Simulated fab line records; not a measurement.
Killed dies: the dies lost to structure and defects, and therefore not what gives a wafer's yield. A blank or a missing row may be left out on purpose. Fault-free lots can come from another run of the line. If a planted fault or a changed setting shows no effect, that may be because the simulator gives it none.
Comparing a struck lot with a sound one | flow nand harc | 14 out of 1302 route steps
Sound: the wafers L324.3, L324.4, L324.6. Struck: wafer L334.1 (L334.2, L334.3, from the same lot, were not struck and are left out); the cause is given at the end.
For every step that has rows: the tool of each side, followed by ch and its chambers, followed by its first start. Under that, the readings that differ: sound wafers | struck wafers | difference of the means | sigmas: that difference in standard deviations of wafers without a fault.
alike: same words and numbers on both sides, and readings whose means sit less than 2 such deviations apart. not compared: any withheld reading, any reading some wafer has no value for, any bound like >300 that may hide the same value, and any number with overlapping values for which the record gives no deviation.
The two part at a step that has a row with sigmas, a row that says differs or no value, or rows on one side only. Numbers that have no deviation but don't overlap get no sigmas and don't part them. A reading missing from all wafers of one side parts the sides only when that side holds two or more wafers.

first, 2 steps without rows for these wafers: NHARC_A_STAIRCASE_HARDBAKE_185 (time 140 s); NHARC_A_STAIRCASE_DESCUM_186 (chemistry O2, time 3 s).
NHARC_A_STAIRCASE_TRIM_187: chemistry O2, time 211.2 s.
  sound on rie diel-12 ch 2,3, day 18 02:43; struck on rie diel-09 ch 0, day 23 03:47
  reading                | sound                | struck | difference | sigmas
  throttle valve pct (%) | 17.035 17.053 17.040 | 17.014 | -0.029     | -3
  alike: drypump motor current A, oes product au, rf vpp V, showerhead plenum p Torr
  not compared: rf hours counter h
then, 2 steps without rows for these wafers: NHARC_A_STAIRCASE_ETCH_188 (etches the open film in C4F8/O2, target depth 100 nm, time 40.5 s); NHARC_A_STAIRCASE_TRIM_189 (chemistry O2, time 211.2 s).
NHARC_A_STAIRCASE_ETCH_190: etches the open film in C4F8/O2, target depth 100 nm, time 40.5 s.
  sound: rie diel-12 ch 2,3; struck: rie diel-09 ch 2
  alike: bias w, oes product au, rf fwd power W, rf vpp V, run length s
  not compared: rf hours counter h
then, 3 steps without rows for these wafers: NHARC_A_STAIRCASE_TRIM_191 (chemistry O2, time 211.2 s); NHARC_A_STAIRCASE_ETCH_192 (etches the open film in C4F8/O2, target depth 100 nm, time 40.5 s); NHARC_A_STAIRCASE_TRIM_193 (chemistry O2, time 211.2 s).
NHARC_A_STAIRCASE_ETCH_194: etches the open film in C4F8/O2, target depth 100 nm, time 40.5 s.
  sound: rie diel-12 ch 0,3; struck: rie diel-09 ch 0
  alike: bias w, oes product au, rf fwd power W, rf vpp V, run length s
  not compared: rf hours counter h
NHARC_A_STAIRCASE_TRIM_196: chemistry O2, time 211.2 s.
  sound on rie diel-13 ch 0,2,3, day 18 03:45; struck on rie diel-09 ch 1, day 23 04:49
  reading                         | sound          | struck | difference | sigmas
  showerhead plenum p Torr (Torr) | 3.65 3.36 3.37 | 3.80   | +0.34      | +2
  alike: drypump motor current A, oes product au, rf vpp V, throttle valve pct
  not compared: rf hours counter h
NHARC_A_STAIRCASE_ETCH_197: etches the open film in C4F8/O2, target depth 100 nm, time 40.5 s.
  sound on rie diel-13 ch 1,2, day 18 03:56; struck on rie diel-09 ch 0, day 23 05:01
  reading               | sound             | struck | difference | sigmas
  oes product au (a.u.) | 0.961 0.964 0.964 | 0.925  | -0.038     | -3
  run length s (s)      | 61.6 62.5 61.9    | 52.0   | -10.0      | -32
  alike: rf vpp V
  not compared: bias w, rf fwd power W, rf hours counter h
NHARC_A_STAIRCASE_TRIM_198: chemistry O2, time 211.2 s.
  sound: rie diel-13 ch 0,2; struck: rie diel-09 ch 3
  reading               | sound             | struck | difference | sigmas
  oes product au (a.u.) | 0.996 1.005 0.992 | 1.028  | +0.030     | +4
  alike: drypump motor current A, rf vpp V, showerhead plenum p Torr, throttle valve pct
  not compared: rf hours counter h
-- break in the record here, with 9 days between the starts of the struck wafers on either side (left off in module A_STAIRCASE, picked up again in module END, where the first step shown is number 1302 on the route) --
NHARC_END_SORT_01:
  here the record holds rows for the struck wafers (prober-01 ch 0, day 31 22:55) but none for the sound ones

== WHERE THEY PART ==
Earliest at NHARC_A_STAIRCASE_TRIM_187; latest, in this record, at NHARC_END_SORT_01.

WHY: the cause the simulator had injected
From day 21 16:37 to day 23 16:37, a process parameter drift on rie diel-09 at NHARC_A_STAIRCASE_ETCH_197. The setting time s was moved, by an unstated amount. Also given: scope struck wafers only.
